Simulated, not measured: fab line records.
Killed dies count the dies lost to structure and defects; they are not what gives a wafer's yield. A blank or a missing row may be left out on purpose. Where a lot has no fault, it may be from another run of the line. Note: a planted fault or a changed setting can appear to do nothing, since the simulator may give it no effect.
The same fault as seen by 2 desks | flow nand harc | each desk has only its own numbers; what lay behind them comes last

## THE METROLOGY DESK
Lot by lot, what the gauges showed, no matter which tool ran the lot: averages of those sampled wafers that carry a number. Any lot whose mean is over 4 standard deviations away from the usual mean is out of limits and marked OUT; that distance is given in the brackets.
Columns: A = cd nm at NHARC_P_BONDPAD_CD_MEAS_09, usual 501.5 nm; B = cd nm at NHARC_P_BONDPAD_CD_MEAS_13, usual 501.2 nm
lot  | first seen here | A     | B
L423 | day 6 01:55     | 500.3 | 499.3
L424 | day 6 12:49     | 500.7 | 500.8
L427 | day 7 05:35     | 502.9 | 502.2
L426 | day 7 06:02     | 503.1 | 503.2
L428 | day 7 16:10     | 499.8 | 499.9
L430 | day 7 21:05     | 505.3 | 504.4
L432 | day 8 13:15     | 501.2 | 501.4
L431 | day 8 13:35     | 501.1 | 501.4
L435 | day 9 15:19     | 503.2 | 503.5
L436 | day 9 16:55     | 502.0 | 501.3
L443 | day 11 09:19    | 500.5 | 499.9
Finding of this desk: none of the 11 lots has anything out of limits.

## TOOL OWNER'S DESK, rie diel-07
The tool's own readings at NHARC_P_BONDPAD_ETCH_24 (etches the open film in CF4/N2, target depth 30 nm, time 72.99 s): means of the sampled wafers that have a number, for each lot that ran on this tool. Any lot whose mean is over 4 standard deviations away from the usual mean is out of limits and marked OUT; that distance is given in the brackets.
Columns: A = drypump motor current A at NHARC_P_BONDPAD_ETCH_24, usual 5.6 A; B = oes product au at NHARC_P_BONDPAD_ETCH_24, usual 1.001 a.u.; C = rf vpp V at NHARC_P_BONDPAD_ETCH_24, usual 313.7 V; D = run length s at NHARC_P_BONDPAD_ETCH_24, usual 94.3 s; E = showerhead plenum p Torr at NHARC_P_BONDPAD_ETCH_24, usual 2.60 Torr; F = throttle valve pct at NHARC_P_BONDPAD_ETCH_24, usual 19.793 %
lot  | first seen here | A   | B     | C     | D    | E    | F
L423 | day 6 02:41     | 5.7 | 0.998 | 315.2 | 94.6 | 2.66 | 19.786
L427 | day 7 06:20     | 5.8 | 1.006 | 314.7 | 94.7 | 2.66 | 19.791
L426 | day 7 06:49     | 5.6 | 0.994 | 314.0 | 94.7 | 2.60 | 19.795
L428 | day 7 16:55     | 5.2 | 0.996 | 314.6 | 94.4 | 2.62 | 19.800
L430 | day 7 21:50     | 5.2 | 0.993 | 313.1 | 94.6 | 2.58 | 19.784
L431 | day 8 14:46     | 5.5 | 1.002 | 314.7 | 94.5 | 2.64 | 19.787
L435 | day 9 16:05     | 5.2 | 0.995 | 313.5 | 94.5 | 2.58 | 19.788
L436 | day 9 17:42     | 5.5 | 0.998 | 314.2 | 94.6 | 2.60 | 19.796
L443 | day 11 10:04    | 5.7 | 0.997 | 314.3 | 93.4 | 2.65 | 19.801
Finding of this desk: none of the 9 lots has anything out of limits.

## PUT TOGETHER
Nothing out of limits was seen by the metrology desk.
Nothing out of limits was seen by the tool owner's desk.

## WHAT THE SIMULATOR HAD INSERTED
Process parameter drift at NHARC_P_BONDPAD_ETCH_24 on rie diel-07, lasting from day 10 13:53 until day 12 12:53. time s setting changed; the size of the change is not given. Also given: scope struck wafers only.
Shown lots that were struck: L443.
